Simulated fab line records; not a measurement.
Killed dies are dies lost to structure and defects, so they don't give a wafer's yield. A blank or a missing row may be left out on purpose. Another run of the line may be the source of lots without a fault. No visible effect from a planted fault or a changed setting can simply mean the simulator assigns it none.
Which of the tools did it?	flow nandHarc	18 wafers sampled from 6 lots at 1 step of a route of 1159

## WHAT THE GAUGES SHOWED, per wafer
NHARC_P_BONDPAD_THK_MEAS_33: measures by ellipsometry.
lot	measured	on	thkNm (nm)
L946	day 7 01:41	filmMetro-02	203.5 200.4 199.5
L949	day 7 10:22	filmMetro-02	200.9 199.1 202.2
L958	day 9 19:58	filmMetro-01	200.6 201.8 200.2
L960	day 10 16:37	filmMetro-02	199.6 198.8 200.1
L964	day 11 16:30	filmMetro-01	201.8 199.0 197.2
L967	day 12 02:43	filmMetro-02	198.3 198.9 199.3

## WHICH TOOL RAN EACH LOT (tool, then ch and the chambers of the sampled wafers, then the start)
The record holds no process step before these readings.

## THE ANSWER, worked out from the rows above alone
Rule: the lots themselves supply what counts as usual. The widest of any qualifying gaps counts: lots, ordered by their means at a reading, are off when they make up no more than a third of the lots, leave a main group of 4 or more, and stand apart from it by 3 or more times the standard deviation of that group's means. A main group is skipped when, at the precision printed for the reading in the tables above, its means are all equal. A lot without any number at a reading at which 4 lots or more have one is off too. The other lots that the step has rows for count as sound.
Across all readings shown, no lot is off: no conclusion can be drawn from this.

## WHAT THE SIMULATOR HAD INSERTED
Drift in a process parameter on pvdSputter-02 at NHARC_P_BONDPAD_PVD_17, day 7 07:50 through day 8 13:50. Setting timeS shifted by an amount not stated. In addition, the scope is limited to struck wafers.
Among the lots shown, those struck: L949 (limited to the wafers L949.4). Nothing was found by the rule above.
